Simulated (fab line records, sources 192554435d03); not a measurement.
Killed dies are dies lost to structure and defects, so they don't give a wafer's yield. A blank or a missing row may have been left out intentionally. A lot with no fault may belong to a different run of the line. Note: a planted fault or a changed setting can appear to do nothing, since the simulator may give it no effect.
fab line records	flow n5-finfet
record: lots: 8	wafers: 24	last-day: 17
route steps=1938 shown BEOL_M4@1111 BEOL_M8@1392 BEOL_M15@1821 MIM_TOP@1837 PASSIVATION@1936
lots with no fault: from the same line, run without faults
start-h: hours from the record's first day to the start of the lot's first wafer shown	wait-h: how many hours have passed since the lot's step before this one	" identical to the entry in the row above	L1.1+2: several wafers, shown together as one row	- no value, or no start was given	* or withheld: withheld	< > ~ a bound
route shown NAME@n: a module of which the file shows steps, and the number in the route of the first	usual: mean/standard deviation taken from wafers without a fault	same: alike in all rows	chamber/n: place in a boat	sites: per-site readings	_std_site: standard deviation across them	_edge_site: inner sites' mean taken away from outer sites' mean	radius-mm: for every site, how far away it sits from the centre of the wafer	mask NAME#n: copy n	behind: the most recent tool/chamber to have shaped the wafer	hold: cause of the lot's hold/its duration in hours/its outcome	device: the n, p or np transistor that did not switch	end of line: tests of these same wafers at the route's end	where a step has no rows: the recipe by itself	killed: count of dies lost to structure and defects at first sort (not the wafer's yield)	map: per-die view of a wafer (x killed, . not killed, _ where there is no die)
set.NAME: the run value of the setting; set.NAME@STEP: its run value at that earlier step	model.NAME: the simulator's own value behind a step, which no gauge read
the route's steps for a sample of lots (tables are steps, rows are wafers)
services: from which hour (start-h, from the record's first day; less than 0 if before it) a tool's chamber was out of use, for how many hours, and why
== steps ==
step: N5_BEOL_M4_RC_MEAS_101
usual: DIBL_N: 36.3/1.6	DIBL_P: 36.2/2.1	IOFF_N: 0.16/0.031	IOFF_P: 0.21/0.034	ION_N: 673/11	ION_P: 461/7.4	SS_N: 71.6/0.55	SS_P: 73.3/0.66	VT_N: 251/3.2	VT_P: -251/3.5
lot.wafer	tool	chamber	start-h	wait-h	DIBL_N[mV/V]	DIBL_P[mV/V]	IOFF_N[nA/um]	IOFF_P[nA/um]	ION_N[uA/um]	ION_P[uA/um]	SS_N[mV/dec]	SS_P[mV/dec]	VT_N[mV]	VT_P[mV]
L843.3	prober-01	0	188.45	0.3	34.0	34.1	0.12	0.20	665	465	70.5	73.1	253	-249
L843.5	"	0	"	"	35.5	35.7	0.15	0.21	666	461	70.8	73.2	251	-247
L843.6	"	0	"	"	32.7	32.4	0.11	0.18	669	468	70.6	72.9	256	-252
L844.1	prober-01	0	192.87	0.0	39.4	39.1	0.25	0.27	681	460	72.0	74.2	244	-247
L844.4	"	0	"	"	39.9	40.1	0.24	0.28	683	461	72.9	74.2	245	-247
L844.5	"	0	"	"	40.0	39.6	0.26	0.28	683	464	72.5	73.5	246	-248
L847.4	prober-02	0	206.67	0.5	34.8	35.7	0.14	0.18	652	452	70.9	72.8	247	-252
L847.5	"	0	"	"	36.3	37.0	0.16	0.19	679	461	71.2	73.4	250	-254
L847.6	"	0	"	"	37.1	38.3	0.18	0.22	665	455	71.7	74.2	246	-250
L848.3	prober-01	0	211.20	0.3	34.6	34.2	0.14	0.17	675	458	71.9	73.1	252	-255
L848.4	"	0	"	"	36.0	36.7	0.18	0.20	683	469	71.6	73.8	249	-251
L848.5	"	0	"	"	35.9	36.5	0.17	0.20	694	469	72.3	74.3	249	-252
L849.2	prober-01	0	222.41	0.2	35.0	33.8	0.13	0.17	672	456	70.8	72.5	256	-254
L849.3	"	0	"	"	37.7	36.7	0.19	0.21	676	456	72.4	73.1	249	-251
L849.6	"	0	"	"	36.8	34.5	0.15	0.18	661	453	71.7	72.5	253	-254
L855.1	prober-02	0	253.81	0.0	36.2	33.6	0.13	0.19	663	451	71.1	72.5	253	-255
L855.3	"	0	"	"	38.6	36.5	0.18	0.23	679	464	71.7	73.8	252	-248
L855.4	"	0	"	"	35.8	33.4	0.13	0.19	653	456	71.4	73.3	253	-254
L853.1	prober-02	0	256.65	0.0	36.4	34.9	0.15	0.19	674	457	71.6	72.7	248	-251
L853.4	"	0	"	"	34.2	32.6	0.12	0.16	643	451	71.2	71.4	255	-251
L853.6	"	0	"	"	34.8	34.5	0.14	0.19	660	459	70.7	73.0	253	-252
L861.2	prober-01	0	298.01	0.2	37.9	38.5	0.19	0.23	687	466	71.7	74.6	248	-249
L861.3	"	0	"	"	39.1	41.1	0.23	0.28	697	472	73.3	74.0	245	-248
L861.6	"	0	"	"	39.1	41.7	0.25	0.29	708	478	72.5	74.3	243	-248
step: N5_BEOL_M8_SPUTTER_48
recipe: material: Cu	target-thk-a: 100	temp-c: -20	bias-v: 60	power-w: 26000	chamber-pressure-pa: 0.13	time-s: 1.667
usual: chamber-pressure-pa: 0.12998/0.00023	throttle-valve-pct: 29.5/1.2
lot.wafer	tool	chamber	start-h	wait-h	chamber-pressure-pa	throttle-valve-pct
L843.3	pvd-sputter-01	-	225.41	0.1	0.12945	30.5
L843.5	"	-	"	"	0.13021	29.6
L843.6	"	-	"	"	0.13014	28.7
L844.1	pvd-sputter-01	-	225.80	0.1	0.13023	30.3
L844.4	"	-	"	"	0.1301	28.8
L844.5	"	-	"	"	0.13037	29.2
L847.4	pvd-sputter-01	-	241.93	0.1	0.13022	27.8
L847.5	"	-	"	"	0.13005	30.7
L847.6	"	-	"	"	0.13027	29.6
L848.3	pvd-sputter-03	-	246.46	0.1	0.13003	29.9
L848.4	"	-	"	"	0.13004	28.8
L848.5	"	-	"	"	0.12982	28.5
L849.2	pvd-sputter-03	-	259.74	0.2	0.12967	29.8
L849.3	"	-	"	"	0.12984	28.9
L849.6	"	-	"	"	0.12985	32.0
L855.1	pvd-sputter-01	-	287.79	0.1	0.13062	28.0
L855.3	"	-	"	"	0.13033	30.6
L855.4	"	-	"	"	0.12952	29.6
L853.1	pvd-sputter-01	-	289.25	0.4	0.12996	27.8
L853.4	"	-	"	"	0.13006	29.0
L853.6	"	-	"	"	0.12979	29.8
L861.2	pvd-sputter-03	-	339.09	0.1	0.13022	28.7
L861.3	"	-	"	"	0.12959	32.5
L861.6	"	-	"	"	0.12977	29.9
step: N5_BEOL_M15_SPUTTER_45
recipe: material: Cu	target-thk-a: 1000	temp-c: -20	bias-v: 60	power-w: 26000	chamber-pressure-pa: 0.13	time-s: 16.67
usual: chamber-pressure-pa: 0.12997/0.00027	throttle-valve-pct: 29.5/1.1
lot.wafer	tool	chamber	start-h	wait-h	chamber-pressure-pa	throttle-valve-pct
L844.1	pvd-sputter-03	-	265.56	0.0	0.13049	28.7
L844.4	"	-	"	"	0.12997	32.3
L844.5	"	-	"	"	0.1301	29.6
L843.3	pvd-sputter-01	-	271.20	0.0	0.13047	28.2
L843.5	"	-	"	"	0.13017	27.8
L843.6	"	-	"	"	0.12961	30.3
L847.4	pvd-sputter-01	-	286.69	0.0	0.12971	27.8
L847.5	"	-	"	"	0.13023	28.9
L847.6	"	-	"	"	0.12983	28.0
L848.3	pvd-sputter-01	-	289.13	0.0	0.13004	28.6
L848.4	"	-	"	"	0.12997	30.6
L848.5	"	-	"	"	0.13009	29.5
L849.2	pvd-sputter-02	-	303.05	0.0	0.12975	31.0
L849.3	"	-	"	"	0.13	28.6
L849.6	"	-	"	"	0.13003	28.7
L855.1	pvd-sputter-02	-	333.58	0.0	0.13033	29.1
L855.3	"	-	"	"	0.13026	28.6
L855.4	"	-	"	"	0.13028	30.7
L853.1	pvd-sputter-03	-	334.83	0.0	0.12961	32.0
L853.4	"	-	"	"	0.13011	28.4
L853.6	"	-	"	"	0.12988	32.2
L861.2	pvd-sputter-02	-	385.76	0.0	0.12933	28.6
L861.3	"	-	"	"	0.12999	31.0
L861.6	"	-	"	"	0.13012	29.1
step: N5_BEOL_M15_DEP_53
recipe: material: SiCN	target-thk-a: 500	temp-c: withheld	precursor: 3MS/NH3	pressure-torr: 3	rf-w: 675	time-s: 17.8
usual: showerhead-plenum-p-Torr: 4.145/0.02	showerhead-vpp-V: 1624/61	throttle-valve-pct: 18.4/1.3
lot.wafer	tool	chamber	start-h	wait-h	showerhead-plenum-p-Torr	showerhead-vpp-V	throttle-valve-pct
L844.1	pecvd-02	0	266.57	0.0	4.132	1720	18.2
L844.4	"	0	"	"	4.128	1726	18.2
L844.5	"	1	"	"	4.184	1569	18.8
L843.3	pecvd-04	0	272.22	0.0	4.124	1618	18.3
L843.5	"	2	"	"	4.145	1579	16.8
L843.6	"	0	"	"	4.127	1646	18.7
L847.4	pecvd-04	1	287.72	0.0	4.157	1649	20.8
L847.5	"	2	"	"	4.144	1585	16.4
L847.6	"	0	"	"	4.115	1625	18.4
L848.3	pecvd-04	0	290.37	0.0	4.110	1638	18.4
L848.4	"	1	"	"	4.167	1648	20.9
L848.5	"	0	"	"	4.119	1649	18.6
L849.2	pecvd-02	2	304.08	0.0	4.166	1519	16.8
L849.3	"	2	"	"	4.160	1536	16.7
L849.6	"	0	"	"	4.131	1722	18.2
L855.1	pecvd-03	0	335.28	0.0	4.148	1584	19.0
L855.3	"	1	"	"	4.149	1594	19.0
L855.4	"	2	"	"	4.130	1696	17.7
L853.1	pecvd-04	0	335.85	0.0	4.108	1600	18.4
L853.4	"	1	"	"	4.166	1644	20.7
L853.6	"	0	"	"	4.106	1640	18.6
L861.2	pecvd-04	2	386.78	0.0	4.138	1567	16.5
L861.3	"	1	"	"	4.166	1657	21.1
L861.6	"	1	"	"	4.155	1647	20.8
step: N5_BEOL_M15_RC_MEAS_101
usual: COMB_M10: 1.5e-11/3e-12	COMB_M11: 1.5e-11/2.8e-12	COMB_M12: 6.2e-12/1.4e-12	COMB_M13: 4.7e-12/1.1e-12	COMB_M14: 3.2e-12/7.4e-13	COMB_M15: 2.4e-12/6.3e-13	COMB_M5: 3.6e-11/7.6e-12	COMB_M6: 2.5e-11/5e-12	COMB_M7: 2.5e-11/5.4e-12	COMB_M8: 2.5e-11/5.3e-12	COMB_M9: 1.44e-11/2.8e-12	SERP_M10: 3.05/0.11	SERP_M11: 3.08/0.082	SERP_M12: 0.621/0.017	SERP_M13: 0.309/0.0048	SERP_M14: 0.158/0.0059	SERP_M5: 38.4/1.6	SERP_M6: 13.8/0.65	SERP_M7: 13.6/0.56	SERP_M8: 14.0/0.61	SERP_M8_max_site: 14.5/0.63	SERP_M9: 3.10/0.087	SERP_M9_max_site: 3.19/0.095
lot.wafer	tool	chamber	start-h	wait-h	COMB_M10[S/m]	COMB_M11[S/m]	COMB_M12[S/m]	COMB_M13[S/m]	COMB_M14[S/m]	COMB_M15[S/m]	COMB_M5[S/m]	COMB_M6[S/m]	COMB_M7[S/m]	COMB_M8[S/m]	COMB_M9[S/m]	SERP_M10[ohm/um]	SERP_M11[ohm/um]	SERP_M12[ohm/um]	SERP_M13[ohm/um]	SERP_M14[ohm/um]	SERP_M5[ohm/um]	SERP_M6[ohm/um]	SERP_M7[ohm/um]	SERP_M8[ohm/um]	SERP_M8_max_site[ohm/um]	SERP_M9[ohm/um]	SERP_M9_max_site[ohm/um]
L844.1	prober-02	0	266.69	0.0	1.4e-11	1.09e-11	6.5e-12	4.6e-12	2.1e-12	2.3e-12	3e-11	1.9e-11	2.2e-11	3e-11	1.67e-11	3.07	3.16	0.626	0.302	0.161	39.3	14.1	13.6	13.6	14.1	3.14	3.24
L844.4	"	0	"	"	1.8e-11	1.73e-11	7.6e-12	4.8e-12	3.9e-12	3.6e-12	4.2e-11	2.3e-11	2.2e-11	4e-11	1.56e-11	2.96	3.02	0.623	0.300	0.159	40.4	13.6	14.6	14.4	14.8	3.18	3.32
L844.5	"	0	"	"	1e-11	1.57e-11	7e-12	6.1e-12	3.1e-12	2.5e-12	2.9e-11	1.6e-11	2.2e-11	3.9e-11	1.3e-11	3.25	2.98	0.632	0.310	0.163	37.2	13.0	13.9	14.5	14.9	3.12	3.22
L843.3	prober-02	0	272.64	0.3	1.3e-11	2.26e-11	6e-12	7.3e-12	3.4e-12	2.1e-12	4.9e-11	1.9e-11	1.9e-11	2e-11	1.21e-11	3.06	3.03	0.638	0.310	0.163	37.4	13.9	13.4	14.4	14.7	3.18	3.30
L843.5	"	0	"	"	1.2e-11	1.45e-11	6.5e-12	5.5e-12	3.1e-12	1.9e-12	2.1e-11	1.9e-11	2.8e-11	2.1e-11	1.47e-11	3.05	2.98	0.650	0.308	0.153	39.6	13.0	13.6	13.8	14.8	3.15	3.24
L843.6	"	0	"	"	1.8e-11	1.62e-11	5e-12	4.1e-12	3.4e-12	2.2e-12	5.2e-11	1.8e-11	2.9e-11	2.9e-11	1.25e-11	3.20	3.11	0.626	0.311	0.164	38.8	13.2	13.1	12.7	13.8	3.08	3.22
L847.4	prober-02	0	288.28	0.5	1.9e-11	1.59e-11	8.4e-12	3.9e-12	2.7e-12	2.5e-12	3.2e-11	2.5e-11	2.8e-11	2.7e-11	2.02e-11	2.99	2.99	0.635	0.313	0.159	39.6	13.8	14.3	13.1	14.1	2.87	2.93
L847.5	"	0	"	"	1.2e-11	1.46e-11	6.5e-12	4.2e-12	3.6e-12	2.4e-12	3.8e-11	3.1e-11	3.5e-11	2.1e-11	1.13e-11	2.99	3.16	0.622	0.318	0.155	41.0	14.7	13.4	14.0	14.5	3.05	3.11
L847.6	"	0	"	"	1.5e-11	1.12e-11	7.2e-12	3.9e-12	4.9e-12	2e-12	3e-11	1.9e-11	3.4e-11	2.6e-11	1.1e-11	2.87	3.17	0.626	0.307	0.163	35.4	14.6	13.1	14.3	14.6	3.06	3.12
L848.3	prober-02	0	290.79	0.3	1.4e-11	2.29e-11	4.8e-12	4.3e-12	3.9e-12	2e-12	3.5e-11	2.2e-11	3.2e-11	2.6e-11	1.55e-11	3.02	3.03	0.586	0.303	0.159	40.9	14.0	14.2	13.6	13.9	3.05	3.08
L848.4	"	0	"	"	1.7e-11	2.06e-11	4.9e-12	4.8e-12	2.8e-12	2.9e-12	3.4e-11	2.5e-11	3.9e-11	3e-11	1.23e-11	2.99	2.99	0.620	0.314	0.163	41.5	13.5	14.2	13.8	14.3	3.09	3.13
L848.5	"	0	"	"	1.7e-11	1.38e-11	6.3e-12	4.1e-12	3e-12	2e-12	2.6e-11	2.3e-11	2.5e-11	3e-11	1.55e-11	3.05	3.13	0.603	0.311	0.153	38.7	15.0	14.5	14.0	14.7	3.21	3.26
L849.2	prober-01	0	304.37	0.2	2.3e-11	1.58e-11	5.1e-12	4.7e-12	3.5e-12	1.7e-12	3.4e-11	3.1e-11	2.1e-11	2.1e-11	1.23e-11	2.91	2.91	0.626	0.309	0.151	37.3	13.5	13.4	14.3	14.7	3.33	3.34
L849.3	"	0	"	"	1.5e-11	1.2e-11	6.5e-12	4.6e-12	4.1e-12	2.5e-12	3.5e-11	2.4e-11	2.2e-11	2.8e-11	1.86e-11	3.01	3.01	0.639	0.294	0.164	37.5	12.4	14.1	14.2	14.8	3.12	3.22
L849.6	"	0	"	"	1.9e-11	1.56e-11	6.2e-12	5.2e-12	3.8e-12	3.3e-12	4.1e-11	2.6e-11	2.3e-11	2e-11	1.38e-11	2.89	3.06	0.601	0.311	0.165	39.3	13.0	13.5	13.7	13.9	3.21	3.29
L855.1	prober-02	0	335.40	0.0	1.7e-11	1.31e-11	6.6e-12	3.5e-12	3.3e-12	1.9e-12	3.9e-11	2.5e-11	2.4e-11	2.5e-11	1.54e-11	3.11	3.08	0.601	0.307	0.148	36.7	13.6	13.6	13.7	13.8	3.01	3.06
L855.3	"	0	"	"	1.9e-11	1.19e-11	5.7e-12	5e-12	2.4e-12	1.8e-12	2.4e-11	2e-11	2e-11	2.5e-11	1.99e-11	3.08	3.20	0.621	0.304	0.157	40.3	14.2	13.6	14.7	~33333	3.15	3.22
L855.4	"	0	"	"	1.5e-11	1.29e-11	5.2e-12	4.2e-12	4.5e-12	2e-12	3.4e-11	1.9e-11	2.4e-11	2.3e-11	1.45e-11	3.03	3.25	0.591	0.305	0.149	38.0	13.8	13.5	14.3	14.8	3.20	3.28
L853.1	prober-01	0	335.96	0.0	1.2e-11	1.21e-11	1.02e-11	3.3e-12	4e-12	3.7e-12	5.8e-11	2.5e-11	2.8e-11	2.6e-11	1.27e-11	3.10	3.04	0.635	0.323	0.160	38.8	15.1	13.3	13.2	13.7	3.11	3.37
L853.4	"	0	"	"	1.7e-11	1.32e-11	7.3e-12	2.8e-12	3.9e-12	2.8e-12	5.3e-11	2.4e-11	3.2e-11	2.4e-11	1.3e-11	3.14	3.14	0.620	0.308	0.157	39.6	14.0	13.1	12.8	13.3	3.09	3.13
L853.6	"	0	"	"	1.6e-11	1.29e-11	7.5e-12	4.6e-12	3e-12	2.2e-12	3.7e-11	2.5e-11	2.6e-11	1.9e-11	1.16e-11	3.16	3.21	0.634	0.308	0.160	37.5	15.0	13.6	14.1	~33333	3.08	3.25
L861.2	prober-02	0	387.05	0.2	1.4e-11	1.42e-11	4.9e-12	6.2e-12	5.4e-12	3.7e-12	2.5e-11	3.4e-11	2e-11	3e-11	1.69e-11	2.84	3.09	0.615	0.307	0.160	36.5	13.6	13.1	13.9	14.5	2.97	3.02
L861.3	"	0	"	"	1e-11	1.29e-11	8.6e-12	5.2e-12	3e-12	2e-12	3e-11	2.7e-11	2.1e-11	3.7e-11	1.47e-11	3.14	3.13	0.579	0.312	0.147	38.9	14.9	13.4	13.5	14.4	3.18	3.29
L861.6	"	0	"	"	1.2e-11	2.01e-11	9.5e-12	6.8e-12	3.8e-12	2.3e-12	3.2e-11	3e-11	3e-11	2.6e-11	1.5e-11	2.91	2.94	0.597	0.314	0.148	37.6	13.0	13.7	13.4	14.0	3.01	3.04
step: N5_MIM_TOP_DEGAS_04
recipe: ambient: vacuum	temp-c: 300	time-s: 60
usual: heater-power-w: 457/33
lot.wafer	tool	chamber	start-h	wait-h	heater-power-w
L844.1	pvd-sputter-01	-	270.24	-	499
L844.4	"	-	"	"	460
L844.5	"	-	"	"	450
L843.3	pvd-sputter-02	-	274.23	-	437
L843.5	"	-	"	"	433
L843.6	"	-	"	"	423
L847.4	pvd-sputter-02	-	290.95	-	440
L847.5	"	-	"	"	414
L847.6	"	-	"	"	493
L848.3	pvd-sputter-01	-	293.69	-	421
L848.4	"	-	"	"	499
L848.5	"	-	"	"	443
L849.2	pvd-sputter-03	-	306.93	-	470
L849.3	"	-	"	"	517
L849.6	"	-	"	"	476
L855.1	pvd-sputter-01	-	338.58	-	456
L855.3	"	-	"	"	491
L855.4	"	-	"	"	399
L853.1	pvd-sputter-01	-	339.10	-	411
L853.4	"	-	"	"	496
L853.6	"	-	"	"	454
L861.2	pvd-sputter-02	-	390.29	-	502
L861.3	"	-	"	"	426
L861.6	"	-	"	"	455
step: N5_PASSIVATION_PROBE_49
usual: defect-limited-yield: 91.5/1.5	killed_at_M0_to_M3: 32/9.4	killed_at_M4_up: 12/5.1	killed-at-contacts: 11/7.4	killed-at-front-end: 41/11	killed-at-other: 3.4/2.5	killed-dies: 100/17	killed-on-rim: 13/4.4	killed-open: 65/14	killed-short: 33/7	sort_bin_4_leakage: 0.00/0.01	sort_bin_5_function: 4.9/0.96	sort_bin_6_memory: 3.1/0.7	sort_bin_8_speed: 0.00/0.01	sort-n-pass: 1080/17	sort-yield-pct: 91.5/1.5
same: gross-dies: 1180	killed-at-back-side: 0
lot.wafer	tool	chamber	start-h	wait-h	defect-limited-yield[%]	killed_at_M0_to_M3	killed_at_M4_up	killed-at-contacts	killed-at-front-end	killed-at-other	killed-dies	killed-on-rim	killed-open	killed-short	sort_bin_4_leakage[%]	sort_bin_5_function[%]	sort_bin_6_memory[%]	sort_bin_8_speed[%]	sort-n-pass	sort-yield-pct[%]
L847.4	prober-02	-	300.84	0.2	91.9	29	10	10	43	4	96	14	62	31	0	4.9	2.8	0	1084	91.9
L847.5	prober-02	-	300.89	0.2	92.5	19	10	12	45	3	89	16	50	38	0	4.5	2.6	0	1091	92.5
L847.6	prober-02	-	300.94	0.3	93.3	23	4	6	42	4	79	9	49	30	0	3.9	2.4	0	1101	93.3
L853.1	prober-02	-	349.82	0.0	90.6	35	7	18	51	0	111	13	75	34	0	5.8	3.1	0	1069	90.6
L853.4	prober-02	-	349.97	0.2	90.9	43	8	9	41	6	107	11	59	48	0	5.1	3.4	0.08	1072	90.8
L853.6	prober-02	-	350.07	0.3	70.4	35	264	18	30	2	349	48	76	21	0	20.8	8.2	0	831	70.4
L855.1	prober-02	-	350.99	0.0	91.8	50	12	4	27	4	97	11	57	34	0	5.1	2.4	0	1083	91.8
L855.3	prober-02	-	351.09	0.1	72.3	29	260	10	21	7	327	45	50	28	0	17.0	10.7	0	853	72.3
L855.4	prober-02	-	351.14	0.2	91.8	44	11	7	31	4	97	9	60	30	0	4.5	2.9	0	1083	91.8
killed by level:class
L847.4 BEOL_M0_SAQP:geometric-particle:open=10 ILD0:geometric-particle:open=9 BEOL_M0_SAQP:geometric-particle:short=9 MOL_CONTACT_COAG:geometric-particle:open=8 DUMMY_GATE:geometric-particle:open=7 ILD0:geometric-particle:short=6 STARTING-WAFER:geometric-particle:open=5 STI_FIN_REVEAL:geometric-particle:short=3
L847.5 DUMMY_GATE:geometric-particle:open=10 MOL_CONTACT_COAG:geometric-particle:open=10 FIN_SAQP:geometric-particle:short=8 FIN_SAQP:geometric-particle:open=6 BEOL_M0_SAQP:geometric-particle:open=6 BEOL_M0_SAQP:geometric-particle:short=6 ILD0:geometric-particle:short=4 GATE_CUT:geometric-particle:short=3
L847.6 FIN_SAQP:geometric-particle:open=8 DUMMY_GATE:geometric-particle:open=8 GATE_CUT:geometric-particle:short=7 MOL_CONTACT_COAG:geometric-particle:open=5 BEOL_M1:geometric-particle:open=5 STI_FIN_REVEAL:geometric-particle:open=4 BEOL_M0_SAQP:geometric-particle:short=4 BEOL_M0_SAQP:geometric-particle:open=4
L853.1 FIN_SAQP:geometric-particle:open=17 MOL_CONTACT_COAG:geometric-particle:open=14 BEOL_M1:geometric-particle:open=12 FIN_SAQP:geometric-particle:short=9 GATE_CUT:geometric-particle:short=6 BEOL_M3:geometric-particle:open=6 BEOL_M2:geometric-particle:open=5 DUMMY_GATE:geometric-particle:open=4
L853.4 FIN_SAQP:geometric-particle:short=17 BEOL_M0_SAQP:geometric-particle:open=12 FIN_SAQP:geometric-particle:open=11 BEOL_M0_SAQP:geometric-particle:short=8 BEOL_M3:geometric-particle:open=8 MOL_CONTACT_COAG:geometric-particle:open=6 BEOL_M1:geometric-particle:open=4 PASS1_CAP:geometric-particle:short=4
L853.6 BEOL_M8:interface-void-opened=252 MOL_CONTACT_COAG:geometric-particle:open=15 FIN_SAQP:geometric-particle:open=8 BEOL_M0_SAQP:geometric-particle:open=8 BEOL_M3:geometric-particle:open=7 FIN_SAQP:geometric-particle:short=6 BEOL_M1:geometric-particle:open=6 BEOL_M2:geometric-particle:open=6
L855.1 BEOL_M0_SAQP:geometric-particle:short=15 BEOL_M0_SAQP:geometric-particle:open=11 BEOL_M4:geometric-particle:open=7 BEOL_M1:geometric-particle:open=6 HKMG_FIN:area-etch=6 STI_FIN_REVEAL:geometric-particle:open=5 BEOL_M3:geometric-particle:open=5 MOL_CONTACT_COAG:geometric-particle:open=4
L855.3 BEOL_M8:interface-void-opened=247 BEOL_M3:geometric-particle:open=11 BEOL_M0_SAQP:geometric-particle:open=10 FIN_SAQP:geometric-particle:short=7 MOL_CONTACT_COAG:geometric-particle:open=6 PAD_METAL:geometric-particle:short=6 MOL_CONTACT_COAG:geometric-particle:short=4 FIN_SAQP:geometric-particle:open=3
L855.4 BEOL_M1:geometric-particle:open=16 FIN_SAQP:geometric-particle:short=8 BEOL_M3:geometric-particle:open=8 MOL_CONTACT_COAG:geometric-particle:open=6 BEOL_M0_SAQP:geometric-particle:open=6 HKMG_FIN:area-etch=6 FIN_SAQP:geometric-particle:open=5 BEOL_M0_SAQP:geometric-particle:short=5
== services ==
tool	chamber	start-h	hours	kind
pecvd-02	2	202.38	-	clean
pecvd-02	2	202.38	-	consumable-replace:showerhead
pecvd-02	2	202.38	29.0	scheduled-down
pecvd-02	2	202.38	29.0	vent-cycle
pecvd-03	1	206.10	6.1	repair
pecvd-02	1	226.80	2.1	scheduled-down
pecvd-04	1	236.36	2.1	scheduled-down
pecvd-04	-	238.23	0.5	repair
pecvd-03	1	243.14	2.1	scheduled-down
pecvd-02	-	250.62	2.8	pm
pecvd-04	0	251.52	12.3	repair
pecvd-03	-	271.33	1.2	repair
pvd-sputter-02	-	284.61	5.1	repair
pecvd-02	-	290.31	6.1	repair
pecvd-02	1	298.53	6.5	repair
pecvd-02	2	308.48	2.1	scheduled-down
pecvd-04	-	323.14	1.8	repair
pecvd-02	0	331.56	2.1	scheduled-down
pecvd-03	1	383.62	-	clean
pecvd-03	1	383.62	-	consumable-replace:showerhead
== key ==
first-sign: step: N5_BEOL_M15_RC_MEAS_101	reading: SERP_M8_max_site	direction: up	sigmas: 99+	usual: 14.5	struck: ~33333
effect: step: N5_PASSIVATION_PROBE_49	reading: killed_at_M4_up	direction: up	sigmas: 49	usual: 12	struck: 262
more-kills-born-at: N5_BEOL_M8_SPUTTER_48@pvd-sputter-01: 499
met-at N5_BEOL_M8_SPUTTER_48
struck-lots L853,L855
struck-wafers L853.6,L855.3
not-acting-at N5_BEOL_M15_SPUTTER_45,N5_BEOL_M15_DEP_53,N5_MIM_TOP_DEGAS_04
onset-between 241.93 287.79
fault: kind: process-parameter-drift	tool: pvd-sputter-01	chamber: -	onset-h: 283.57	steps: N5_BEOL_M8_SPUTTER_48	channel: time-s	offset: *	shape: step	end-h: 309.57	scope: struck-wafers-only	acts-in: *	stated: *
